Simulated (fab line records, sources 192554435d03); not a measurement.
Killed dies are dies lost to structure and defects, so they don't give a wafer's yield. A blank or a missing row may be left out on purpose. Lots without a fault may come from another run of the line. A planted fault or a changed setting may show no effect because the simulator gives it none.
fab line records | flow n5_finfet
record lots=9 wafers=27 last_day=17
route steps=1938 shown BEOL_M4@1111 TV_OPEN@1889 PASSIVATION@1905
lots that met no fault: from a run of the same line without faults
start_h: hours from the record's first day to the start of the lot's first wafer shown | wait_h: hours since the lot's step before | " the same as in the row above | L1.1+2: a row that stands for several wafers | - no value, or no start given | * or withheld: withheld | < > ~ a bound
route shown NAME@n: a module of which the file shows steps, and the number in the route of the first | usual: mean/standard deviation of fault-free wafers | same: alike in all rows | chamber/n: place in a boat | sites: the reading at each site | _std_site: their standard deviation | _edge_site: outer sites' mean less inner sites' | radius_mm: how far each site lies from the wafer's centre | mask NAME#n: copy n | behind: the tool/chamber that last shaped the wafer | hold: why the lot was held/for how many hours/how that ended | device: the transistor (n, p or np) that didn't switch | end of line: the same wafers' tests at the end of the route | a step without rows: its recipe alone | killed: dies lost to structure and defects at the first sort, not the wafer's yield | map: a wafer's dies, x killed, . not, _ none there
set.NAME: the setting as run; set.NAME@STEP: as run at that earlier step | model.NAME: the simulator's own value behind a step, which no gauge read
steps of the route over a sample of lots; a table a step, a row a wafer
services: from which hour (start_h, from the record's first day; less than 0 if before it) a tool's chamber was out of use, for how many hours, and why
## steps
# step N5_BEOL_M4_RC_MEAS_101
# usual DIBL_N=36.2/1.5 DIBL_P=36.2/1.7 IOFF_N=0.155/0.021 IOFF_P=0.216/0.026 ION_N=674/11 ION_P=464/6.8 SS_N=71.5/0.56 SS_P=73.3/0.6 VT_N=250.2/2.6 VT_P=-249.3/2.5
# columns lot.wafer tool chamber start_h wait_h DIBL_N[mV/V] DIBL_P[mV/V] IOFF_N[nA/um] IOFF_P[nA/um] ION_N[uA/um] ION_P[uA/um] SS_N[mV/dec] SS_P[mV/dec] VT_N[mV] VT_P[mV]
L689.1 prober-01 0 176.56 0.0 33.3 33.5 0.137 0.185 679 470 70.5 73.2 251.1 -248.6
L689.4 " 0 " " 35.6 36.3 0.173 0.222 691 471 71.4 73.4 247.4 -246.7
L689.5 " 0 " " 36.5 36.6 0.191 0.233 693 477 72.2 73.1 246.9 -245.7
L691.3 prober-01 0 178.64 0.3 36.1 36.1 0.164 0.235 669 464 71.8 73.6 247.7 -247.4
L691.4 " 0 " " 33.8 33.9 0.140 0.190 677 470 71.4 72.2 251.1 -251.2
L691.6 " 0 " " 35.9 36.0 0.167 0.228 660 462 72.2 74.4 247.7 -248.1
L695.1 prober-01 0 200.25 0.3 37.2 38.9 0.174 0.232 686 470 71.9 74.4 248.2 -249.4
L695.4 " 0 " " 37.3 39.0 0.169 0.236 686 474 71.9 74.0 248.1 -250.4
L695.6 " 0 " " 36.8 38.0 0.164 0.217 679 458 71.8 73.7 249.1 -251.1
L699.2 prober-01 0 228.77 0.2 36.2 35.7 0.160 0.229 659 450 72.8 72.8 250.3 -247.6
L699.4 " 0 " " 36.6 35.4 0.160 0.233 665 464 71.9 73.5 251.0 -246.4
L699.6 " 0 " " 36.1 35.1 0.150 0.229 661 458 71.8 73.0 251.0 -246.5
L701.1 prober-02 0 241.05 0.0 36.9 36.2 0.154 0.235 662 463 71.2 72.6 250.8 -246.5
L701.3 " 0 " " 39.5 39.9 0.221 0.302 689 479 71.5 73.6 242.6 -245.0
L701.5 " 0 " " 36.4 36.4 0.158 0.239 690 473 72.1 72.4 247.0 -247.0
L709.1 prober-02 0 286.88 0.0 39.7 38.9 0.181 0.247 675 457 72.4 74.0 249.7 -246.9
L709.2 " 0 " " 38.4 37.6 0.163 0.224 681 466 71.9 72.7 249.6 -248.6
L709.3 " 0 " " 36.9 35.6 0.139 0.201 684 471 72.0 72.5 251.3 -249.3
L710.2 prober-01 0 303.72 0.2 38.5 37.4 0.169 0.240 682 472 71.6 74.0 249.8 -248.0
L710.4 " 0 " " 37.8 36.8 0.157 0.241 660 463 72.0 74.0 250.4 -248.8
L710.6 " 0 " " 38.0 36.3 0.160 0.234 666 460 71.7 73.9 249.1 -248.1
L711.3 prober-01 0 309.20 0.3 35.9 35.9 0.162 0.202 665 453 71.4 73.7 252.5 -249.9
L711.4 " 0 " " 35.2 35.6 0.155 0.196 680 465 71.6 74.0 249.2 -249.9
L711.5 " 0 " " 35.2 35.6 0.155 0.192 687 464 70.9 74.0 250.3 -248.8
L712.4 prober-02 0 310.93 0.5 36.5 37.6 0.158 0.223 681 473 71.0 73.7 249.6 -246.7
L712.5 " 0 " " 36.8 37.6 0.148 0.227 655 462 71.7 73.4 254.4 -250.3
L712.6 " 0 " " 36.4 38.0 0.161 0.230 679 478 71.5 73.2 250.5 -249.6
# step N5_PASSIVATION_STRIP_14
# recipe chemistry=O2 power_w=600 temp_c=60 pressure_mtorr=30 rf_frequency_hz=6e+07 bias_power_w=0 overash_fraction=0.5 o2_flow_sccm=225
# usual drypump_motor_current_A=5.7/0.5 oes_product_au=0.77/0.078 rf_vpp_V=3.6/0.92 showerhead_plenum_p_Torr=2.14/0.057 throttle_valve_pct=16.63/0.23
# columns lot.wafer tool chamber start_h wait_h drypump_motor_current_A oes_product_au rf_hours_counter_h rf_vpp_V showerhead_plenum_p_Torr throttle_valve_pct
L691.3 rie_diel-01 1 280.92 0.1 5.0 0.83 67 3.0 2.21 16.57
L691.4 " 0 " " 6.7 0.73 - 3.5 2.16 16.62
L691.6 " 1 " " 5.0 0.83 - 3.7 2.21 16.54
L689.1 rie_diel-06 0 281.16 0.1 5.0 0.82 83 2.6 2.21 16.55
L689.4 " 2 " " 6.4 0.69 232 3.9 1.98 17.25
L689.5 " 3 " " 6.1 0.85 - 5.0 2.12 16.10
L695.1 rie_diel-01 3 297.27 0.1 5.7 0.81 100 3.5 2.03 16.47
L695.4 " 2 " " 5.4 0.95 7 4.6 2.15 16.48
L695.6 " 0 " " 6.7 0.72 - 4.4 2.16 16.68
L699.2 rie_diel-01 0 329.58 0.1 6.7 0.72 217 3.8 2.15 16.65
L699.4 " 2 " " 5.4 0.91 17 5.3 2.15 16.50
L699.6 " 0 " " 6.7 0.71 - 4.1 2.15 16.66
L701.1 rie_diel-06 0 333.42 0.1 5.0 0.80 99 3.9 2.21 16.59
L701.3 " 2 " " 6.4 0.68 248 5.0 1.98 17.27
L701.5 " 3 " " 6.2 0.84 - 3.9 2.12 16.10
L709.1 rie_diel-01 3 381.82 0.1 5.7 0.79 125 3.0 2.02 16.56
L709.2 " 2 " " 5.4 0.88 33 3.1 2.14 16.50
L709.3 " 0 " " 6.7 0.71 232 3.8 2.15 16.70
L710.2 rie_diel-01 1 398.01 0.1 5.0 0.78 102 4.1 2.20 16.62
L710.4 " 2 " " 5.4 0.88 38 2.3 2.14 16.53
L710.6 " 2 " " 5.4 0.87 - 3.6 2.14 16.50
L711.3 rie_diel-01 2 402.27 0.1 5.4 0.88 39 3.8 2.14 16.54
L711.4 " 1 " " 5.0 0.80 103 3.1 2.20 16.65
L711.5 " 0 " " 6.7 0.72 - 4.4 2.15 16.70
L712.4 rie_diel-01 2 405.10 0.1 5.4 0.88 39 3.4 2.14 16.54
L712.5 " 0 " " 6.7 0.70 - 4.7 2.15 16.69
L712.6 " 3 " " 5.7 0.77 - 4.5 2.02 16.56
# step N5_PASSIVATION_CD_MEAS_30
# recipe target_cd_nm=4000 landing_energy_ev=500 detector=se_inlens polarity=opening
# usual cd_nm=4000.1/1.5
# columns lot.wafer tool chamber start_h wait_h cd_nm
L691.3 cd_sem-03 0 281.88 - 4000.4
L691.4 " 0 " " 3998.7
L691.6 " 0 " " 3999.4
L689.1 cd_sem-01 0 282.96 - 4000.5
L689.4 " 0 " " 4001.4
L689.5 " 0 " " 4002.0
L695.1 cd_sem-02 0 298.50 - 4000.8
L695.4 " 0 " " 4001.0
L695.6 " 0 " " 3999.1
L699.2 cd_sem-03 0 330.80 - 4000.0
L699.4 " 0 " " 4001.2
L699.6 " 0 " " 4000.2
L701.1 cd_sem-03 0 334.78 - 3999.6
L701.3 " 0 " " 4002.0
L701.5 " 0 " " 3997.5
L709.1 cd_sem-03 0 383.22 - 3998.2
L709.2 " 0 " " 3997.8
L709.3 " 0 " " 3998.8
L710.2 cd_sem-03 0 399.04 - 3999.6
L710.4 " 0 " " 3997.8
L710.6 " 0 " " 3998.0
L711.3 cd_sem-03 0 404.00 - 4002.9
L711.4 " 0 " " 4003.5
L711.5 " 0 " " 4001.8
L712.4 cd_sem-03 0 407.41 - 4000.8
L712.5 " 0 " " 3998.4
L712.6 " 0 " " 4000.7
# step N5_PASSIVATION_STRIP_34
# recipe chemistry=O2 power_w=600 temp_c=60 pressure_mtorr=30 rf_frequency_hz=6e+07 bias_power_w=0 overash_fraction=2 o2_flow_sccm=225
# usual drypump_motor_current_A=5.7/0.46 oes_product_au=0.80/0.061 rf_vpp_V=3.6/1.6 showerhead_plenum_p_Torr=2.12/0.076 throttle_valve_pct=16.62/0.24
# columns lot.wafer tool chamber start_h wait_h drypump_motor_current_A oes_product_au rf_hours_counter_h rf_vpp_V showerhead_plenum_p_Torr throttle_valve_pct
L691.3 rie_diel-05 3 282.76 0.2 5.7 0.82 68 3.6 2.03 16.85
L691.4 " 0 " " 5.7 0.74 164 3.3 2.17 16.72
L691.6 " 0 " " 5.7 0.74 - 4.5 2.17 16.75
L689.1 rie_diel-04 2 283.66 0.1 6.0 0.84 81 1.5 2.11 16.35
L689.4 " 3 " " 5.0 0.81 - 5.3 2.12 16.74
L689.5 " 1 " " 5.9 0.80 - 1.7 2.03 16.88
L695.1 rie_diel-04 0 299.20 0.1 5.0 0.98 3 3.8 2.24 16.36
L695.4 " 2 " " 5.9 0.83 87 2.0 2.11 16.36
L695.6 " 1 " " 5.8 0.78 - 4.9 2.03 16.90
L699.2 rie_diel-05 1 331.59 0.1 5.9 0.77 120 2.7 2.11 16.33
L699.4 " 0 " " 5.7 0.72 183 3.6 2.16 16.78
L699.6 " 0 " " 5.7 0.73 - 2.2 2.16 16.77
L701.1 rie_diel-04 1 335.60 0.1 5.8 0.77 130 3.9 2.03 16.91
L701.3 " 0 " " 5.1 0.90 18 1.4 2.23 16.42
L701.5 " 2 " " 6.0 0.82 - 7.7 2.11 16.35
L709.1 rie_diel-04 3 384.38 0.6 5.0 0.76 134 2.9 2.11 16.80
L709.2 " 1 " " 5.8 0.75 147 5.1 2.02 16.96
L709.3 " 2 " " 6.0 0.80 117 3.8 2.10 16.39
L710.2 rie_diel-04 1 401.01 0.2 5.9 0.74 155 2.7 2.02 16.97
L710.4 " 2 " " 6.0 0.81 - 1.5 2.10 16.40
L710.6 " 0 " " 5.0 0.88 - 3.3 2.23 16.48
L711.3 rie_diel-04 1 405.70 0.2 5.8 0.73 158 1.4 2.02 16.91
L711.4 " 0 " " 5.0 0.88 - 4.7 2.22 16.50
L711.5 " 2 " " 6.0 0.79 - 1.6 2.10 16.46
L712.4 rie_diel-05 2 408.70 0.2 5.8 0.83 82 3.0 2.04 16.52
L712.5 " 0 " " 5.7 0.69 - 2.2 2.15 16.81
L712.6 " 3 " " 5.6 0.76 - 4.2 2.01 16.91
# step N5_PASSIVATION_ETCH_54
# recipe chemistry=CHF3/O2 target=SiO2 target_depth_a=8800 CHF3_flow_sccm=50 O2_flow_sccm=5 Ar_flow_sccm=200 time_s=440 mask_material=PR pressure_mtorr=30 source_w=650 bias_w=170 ion_energy_ev=200
# usual CHF3_flow_sccm=49.99/0.14 O2_flow_sccm=5.001/0.015 drypump_motor_current_A=5.7/0.46 oes_ar_750_au=0.81/0.061 oes_product_au=0.81/0.064 rf_vpp_V=526/4.9 showerhead_plenum_p_Torr=2.43/0.087 throttle_valve_pct=18.71/0.25
# columns lot.wafer tool chamber start_h wait_h CHF3_flow_sccm O2_flow_sccm drypump_motor_current_A oes_ar_750_au oes_product_au rf_hours_counter_h rf_vpp_V showerhead_plenum_p_Torr throttle_valve_pct
L691.3 rie_diel-05 0 284.60 0.1 50.00 4.978 5.7 0.76 0.75 165 529 2.50 18.95
L691.4 " 2 " " 49.79 4.986 5.8 0.88 0.87 36 527 2.36 18.59
L691.6 " 0 " " 50.01 4.972 5.7 0.76 0.76 - 529 2.50 18.96
L689.1 rie_diel-05 1 285.19 0.1 50.04 4.990 5.9 0.78 0.78 105 522 2.42 18.39
L689.4 " 0 " " 50.18 5.006 5.7 0.75 0.75 165 529 2.50 18.94
L689.5 " 2 " " 50.09 4.996 5.8 0.88 0.88 - 526 2.36 18.59
L695.1 rie_diel-04 3 300.94 0.1 49.88 5.020 5.0 0.81 0.79 104 517 2.42 18.81
L695.4 " 0 " " 50.21 5.002 5.0 0.95 0.96 3 528 2.56 18.48
L695.6 " 1 " " 50.11 4.999 5.9 0.78 0.78 - 526 2.32 18.92
L699.2 rie_diel-04 0 333.00 0.1 49.94 4.986 5.0 0.91 0.92 17 528 2.55 18.53
L699.4 " 1 " " 49.79 5.009 5.9 0.77 0.77 129 526 2.32 18.94
L699.6 " 1 " " 49.90 5.000 5.8 0.78 0.77 - 525 2.32 18.92
L701.1 rie_diel-04 3 337.15 0.1 49.95 5.024 5.0 0.79 0.78 118 517 2.41 18.84
L701.3 " 2 " " 50.13 4.996 6.0 0.81 0.80 102 525 2.42 18.49
L701.5 " 1 " " 49.87 4.977 5.9 0.77 0.76 - 527 2.32 18.95
L709.1 rie_diel-04 2 386.21 0.1 - - - - - - - - -
L709.2 " 3 " " - - - - - - - - -
L709.3 " 1 " " - - - - - - - - -
L710.2 rie_diel-04 1 404.06 0.1 - - - - - - - - -
L710.4 " 2 " " - - - - - - - - -
L710.6 " 1 " " - - - - - - - - -
L711.3 rie_diel-05 0 407.25 0.1 50.06 5.005 5.7 0.72 0.71 211 528 2.49 19.02
L711.4 " 2 " " 49.91 5.024 5.8 0.81 0.81 81 526 2.35 18.65
L711.5 " 2 " " 49.87 5.020 5.8 0.82 0.81 - 525 2.35 18.68
L712.4 rie_diel-05 3 410.66 0.1 50.13 5.007 5.6 0.77 0.78 117 523 2.32 19.08
L712.5 " 0 " " 50.13 4.999 5.7 0.71 0.71 - 530 2.48 19.04
L712.6 " 1 " " 49.96 5.009 6.0 0.75 0.75 - 522 2.40 18.47
# step N5_PASSIVATION_PROBE_49
# usual defect_limited_yield=91.3/1.3 killed_at_M0_to_M3=32/11 killed_at_M4_up=15/5.6 killed_at_contacts=12/6 killed_at_front_end=40/11 killed_at_other=3.5/2.6 killed_dies=102/15 killed_on_rim=13/3.4 killed_open=67/12 killed_short=34/7.3 sort_bin_5_function=5.1/0.85 sort_bin_6_memory=3.2/0.61 sort_n_pass=1078/15 sort_yield_pct=91.3/1.3
# same gross_dies=1180 killed_at_back_side=0 sort_bin_4_leakage[%]=0 sort_bin_8_speed[%]=0
# columns lot.wafer tool chamber start_h wait_h defect_limited_yield[%] killed_at_M0_to_M3 killed_at_M4_up killed_at_contacts killed_at_front_end killed_at_other killed_dies killed_on_rim killed_open killed_short sort_bin_5_function[%] sort_bin_6_memory[%] sort_n_pass sort_yield_pct[%]
L691.3 prober-02 - 287.91 0.6 91.4 42 14 5 37 3 101 12 61 39 4.5 3.7 1079 91.4
L691.4 prober-02 - 287.96 0.6 90.2 42 23 10 36 5 116 12 71 45 5.9 3.6 1064 90.2
L691.6 prober-02 - 288.06 0.7 91.9 43 14 11 26 2 96 12 60 36 4.7 3.2 1084 91.9
L689.1 prober-01 - 288.13 0.2 91.3 23 17 16 42 5 103 15 67 32 4.8 3.6 1077 91.3
L689.4 prober-01 - 288.28 0.3 92.4 22 8 9 45 6 90 7 52 37 4.2 3.0 1090 92.4
L689.5 prober-01 - 288.33 0.4 89.6 19 15 14 59 16 123 16 81 42 6.4 3.6 1057 89.6
L695.1 prober-02 - 303.73 0.0 90.5 33 11 19 45 4 112 9 77 35 5.1 3.9 1068 90.5
L695.4 prober-02 - 303.88 0.2 91.4 28 14 21 32 6 101 18 69 32 4.9 3.5 1079 91.4
L695.6 prober-02 - 303.98 0.3 91.5 38 15 9 33 5 100 14 63 34 4.7 3.4 1080 91.5
L709.1 prober-02 - 389.00 0.0 0 39 12 10 29 1090 1180 152 60 29 96.8 2.8 0 0
L709.2 prober-02 - 389.05 0.1 0 28 7 24 43 1078 1180 152 74 29 96.4 3.6 0 0
L709.3 prober-02 - 389.10 0.1 0 19 15 23 37 1086 1180 152 62 33 96.8 3.0 0 0
L710.2 prober-01 - 406.89 0.1 0 46 20 6 25 1083 1180 152 61 42 96.8 3.2 0 0
L710.4 prober-01 - 406.99 0.2 0 50 18 5 33 1074 1180 152 64 47 96.1 3.6 0 0
L710.6 prober-01 - 407.09 0.3 0 50 16 9 31 1074 1180 152 61 46 96.1 3.5 0 0
L711.3 prober-02 - 410.14 0.1 94.9 17 9 11 22 1 60 6 36 24 2.6 2.1 1120 94.9
L711.4 prober-02 - 410.19 0.2 92.5 16 10 18 44 1 89 17 59 27 4.0 3.2 1091 92.5
L711.5 prober-02 - 410.24 0.2 93.9 20 6 7 38 1 72 4 50 22 3.4 2.6 1108 93.9
L712.4 prober-02 - 413.61 0.2 92.7 22 6 28 29 1 86 12 66 20 4.6 2.6 1094 92.7
L712.5 prober-02 - 413.66 0.2 92.2 28 8 27 28 1 92 8 68 24 3.3 4.3 1088 92.2
L712.6 prober-02 - 413.71 0.3 91.4 29 12 21 34 5 101 12 73 28 4.9 3.1 1079 91.4
# killed by level:class
L691.3 FIN_SAQP:geometric_particle:short=13 BEOL_M1:geometric_particle:open=10 FIN_SAQP:geometric_particle:open=7 BEOL_M1:geometric_particle:short=7 BEOL_M4:geometric_particle:open=7 BEOL_M0_SAQP:geometric_particle:short=6 BEOL_M3:geometric_particle:open=6 MOL_CONTACT_COAG:geometric_particle:open=5
L691.4 BEOL_M4:geometric_particle:open=12 BEOL_M0_SAQP:geometric_particle:open=11 BEOL_M0_SAQP:geometric_particle:short=10 FIN_SAQP:geometric_particle:short=9 MOL_CONTACT_COAG:geometric_particle:open=9 BEOL_M2:geometric_particle:open=9 STI_FIN_REVEAL:geometric_particle:open=7 BEOL_M1:geometric_particle:open=6
L691.6 BEOL_M2:geometric_particle:open=11 BEOL_M0_SAQP:geometric_particle:short=10 BEOL_M0_SAQP:geometric_particle:open=9 MOL_CONTACT_COAG:geometric_particle:open=8 BEOL_M1:geometric_particle:open=7 DUMMY_GATE:geometric_particle:open=6 FIN_SAQP:geometric_particle:short=5 FIN_SAQP:geometric_particle:open=4
L689.1 DUMMY_GATE:geometric_particle:open=14 MOL_CONTACT_COAG:geometric_particle:open=11 STI_FIN_REVEAL:geometric_particle:open=7 BEOL_M0_SAQP:geometric_particle:open=6 FIN_SAQP:geometric_particle:short=5 MOL_CONTACT_COAG:geometric_particle:short=5 BEOL_M0_SAQP:geometric_particle:short=5 BEOL_M2:geometric_particle:open=5
L689.4 GATE_CUT:geometric_particle:short=9 MOL_CONTACT_COAG:geometric_particle:open=8 BEOL_M0_SAQP:geometric_particle:short=8 STI_FIN_REVEAL:geometric_particle:open=7 FIN_SAQP:geometric_particle:open=6 BEOL_M3:geometric_particle:open=4 MIM_BOT:geometric_particle:open=4 FIN_SAQP:geometric_particle:short=3
L689.5 FIN_SAQP:geometric_particle:open=16 MOL_CONTACT_COAG:geometric_particle:open=12 GATE_CUT:geometric_particle:open=8 FIN_SAQP:geometric_particle:short=7 BEOL_M0_SAQP:geometric_particle:short=7 BEOL_M4:geometric_particle:open=7 STI_FIN_REVEAL:geometric_particle:open=7 GATE_CUT:geometric_particle:short=7
L695.1 MOL_CONTACT_COAG:geometric_particle:open=18 STI_FIN_REVEAL:geometric_particle:open=11 BEOL_M0_SAQP:geometric_particle:short=9 DUMMY_GATE:geometric_particle:open=7 BEOL_M2:geometric_particle:open=7 BEOL_M4:geometric_particle:open=6 FIN_SAQP:geometric_particle:short=6 FIN_SAQP:geometric_particle:open=5
L695.4 MOL_CONTACT_COAG:geometric_particle:open=18 STI_FIN_REVEAL:geometric_particle:open=8 BEOL_M0_SAQP:geometric_particle:open=7 BEOL_M0_SAQP:geometric_particle:short=7 BEOL_M7:geometric_particle:open=5 BEOL_M4:geometric_particle:open=5 GATE_CUT:geometric_particle:short=4 STARTING-WAFER:geometric_particle:open=4
L695.6 DUMMY_GATE:geometric_particle:open=10 BEOL_M0_SAQP:geometric_particle:short=9 BEOL_M0_SAQP:geometric_particle:open=8 BEOL_M2:geometric_particle:open=8 BEOL_M4:geometric_particle:open=7 MOL_CONTACT_COAG:geometric_particle:open=6 SPACER0:geometric_particle:short=5 BEOL_M3:geometric_particle:open=5
L709.1 PASSIVATION:area_etch=1090 FIN_SAQP:geometric_particle:open=10 BEOL_M3:geometric_particle:open=8 BEOL_M1:geometric_particle:open=8 BEOL_M2:geometric_particle:open=8 MOL_CONTACT_COAG:geometric_particle:open=7 BEOL_M2:geometric_particle:short=6 BEOL_M1:geometric_particle:short=5
L709.2 PASSIVATION:area_etch=1077 MOL_CONTACT_COAG:geometric_particle:open=17 BEOL_M3:geometric_particle:open=12 FIN_SAQP:geometric_particle:open=10 STI_FIN_REVEAL:geometric_particle:open=7 MOL_CONTACT_COAG:geometric_particle:short=7 GATE_CUT:geometric_particle:short=5 BEOL_M2:geometric_particle:open=4
L709.3 PASSIVATION:area_etch=1083 MOL_CONTACT_COAG:geometric_particle:open=12 MOL_CONTACT_COAG:geometric_particle:short=11 FIN_SAQP:geometric_particle:short=8 STI_FIN_REVEAL:geometric_particle:open=8 BEOL_M1:geometric_particle:open=6 FIN_SAQP:geometric_particle:open=5 BEOL_M2:geometric_particle:open=4
L710.2 PASSIVATION:area_etch=1075 BEOL_M0_SAQP:geometric_particle:open=12 BEOL_M0_SAQP:geometric_particle:short=11 BEOL_M4:geometric_particle:open=9 BEOL_M1:geometric_particle:short=8 MOL_CONTACT_COAG:geometric_particle:open=6 BEOL_M3:geometric_particle:open=5 GATE_CUT:geometric_particle:short=4
L710.4 PASSIVATION:area_etch=1069 BEOL_M0_SAQP:geometric_particle:open=11 BEOL_M0_SAQP:geometric_particle:short=9 BEOL_M3:geometric_particle:open=8 BEOL_M1:geometric_particle:short=7 FIN_SAQP:geometric_particle:open=6 BEOL_M4:geometric_particle:open=6 DUMMY_GATE:geometric_particle:open=5
L710.6 PASSIVATION:area_etch=1072 BEOL_M1:geometric_particle:open=11 BEOL_M0_SAQP:geometric_particle:open=11 BEOL_M0_SAQP:geometric_particle:short=11 FIN_SAQP:geometric_particle:open=8 BEOL_M1:geometric_particle:short=8 BEOL_M4:geometric_particle:short=7 MOL_CONTACT_COAG:geometric_particle:open=5
L711.3 MOL_CONTACT_COAG:geometric_particle:open=8 BEOL_M1:geometric_particle:open=6 FIN_SAQP:geometric_particle:short=5 STI_FIN_REVEAL:geometric_particle:open=5 GATE_CUT:geometric_particle:short=4 BEOL_M0_SAQP:geometric_particle:short=4 MOL_CONTACT_COAG:geometric_particle:short=3 BEOL_M2:geometric_particle:open=3
L711.4 MOL_CONTACT_COAG:geometric_particle:open=14 FIN_SAQP:geometric_particle:open=7 STI_FIN_REVEAL:geometric_particle:open=6 BEOL_M2:geometric_particle:open=6 FIN_SAQP:geometric_particle:short=5 DUMMY_GATE:geometric_particle:open=4 ILD0:geometric_particle:short=4 GATE_CUT:geometric_particle:short=4
L711.5 BEOL_M2:geometric_particle:open=8 GATE_CUT:geometric_particle:short=7 FIN_SAQP:geometric_particle:open=6 FIN_SAQP:geometric_particle:short=6 STI_FIN_REVEAL:geometric_particle:open=6 MOL_CONTACT_COAG:geometric_particle:open=6 BEOL_M0_SAQP:geometric_particle:open=5 DUMMY_GATE:geometric_particle:open=3
L712.4 MOL_CONTACT_COAG:geometric_particle:open=21 BEOL_M2:geometric_particle:open=8 MOL_CONTACT_COAG:geometric_particle:short=7 BEOL_M1:geometric_particle:open=6 ILD0:geometric_particle:open=5 BEOL_M0_SAQP:geometric_particle:open=4 STI_FIN_REVEAL:geometric_particle:open=3 DUMMY_GATE:geometric_particle:open=3
L712.5 MOL_CONTACT_COAG:geometric_particle:open=23 STI_FIN_REVEAL:geometric_particle:open=6 BEOL_M3:geometric_particle:open=6 FIN_SAQP:geometric_particle:short=5 BEOL_M0_SAQP:geometric_particle:open=5 BEOL_M2:geometric_particle:open=5 BEOL_M1:geometric_particle:open=4 MOL_CONTACT_COAG:geometric_particle:short=4
L712.6 MOL_CONTACT_COAG:geometric_particle:open=16 BEOL_M2:geometric_particle:open=9 STI_FIN_REVEAL:geometric_particle:open=8 BEOL_M0_SAQP:geometric_particle:open=7 FIN_SAQP:geometric_particle:open=5 FIN_SAQP:geometric_particle:short=5 DUMMY_GATE:geometric_particle:open=5 MOL_CONTACT_COAG:geometric_particle:short=5
## services
# columns tool chamber start_h hours kind
rie_diel-04 0 271.54 - clean
rie_diel-04 0 271.54 - consumable_replace:focus_ring
rie_diel-04 0 271.54 - consumable_replace:showerhead
rie_diel-04 0 271.54 20.0 scheduled_down
rie_diel-04 0 271.54 20.0 vent_cycle
rie_diel-01 3 277.69 5.4 repair
rie_diel-04 1 302.10 15.4 repair
rie_diel-06 2 340.52 - clean
rie_diel-06 2 340.52 - consumable_replace:focus_ring
rie_diel-06 2 340.52 - consumable_replace:showerhead
rie_diel-06 2 340.52 28.2 scheduled_down
rie_diel-06 2 340.52 28.2 vent_cycle
rie_diel-06 1 349.71 9.9 repair
rie_diel-05 - 378.36 0.1 repair
rie_diel-06 2 379.30 9.1 repair
rie_diel-05 1 381.56 7.5 repair
rie_diel-04 3 399.56 6.7 repair
## key
first_sign step=N5_PASSIVATION_ETCH_54 reading=tool_record direction=missing
effect step=N5_PASSIVATION_PROBE_49 reading=killed_at_other direction=up sigmas=99+ usual=3.5 struck=1080.8
more_kills_born_at N5_PASSIVATION_ETCH_54@rie_diel-04=6466
met_at N5_PASSIVATION_ETCH_54
struck_lots L709,L710
later_rows_left_out L709.1,L709.2,L709.3,L710.2,L710.4,L710.6
not_acting_at N5_PASSIVATION_STRIP_14,N5_PASSIVATION_CD_MEAS_30,N5_PASSIVATION_STRIP_34
onset_between 337.15 386.21
fault kind=skipped_step_whole tool=rie_diel-04 chamber=- onset_h=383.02 steps=N5_PASSIVATION_ETCH_54 scope=struck_lots_only
# later_rows_left_out: the simulator's readings of these wafers behind a module that went badly wrong aren't trusted and aren't shown, but for the sort
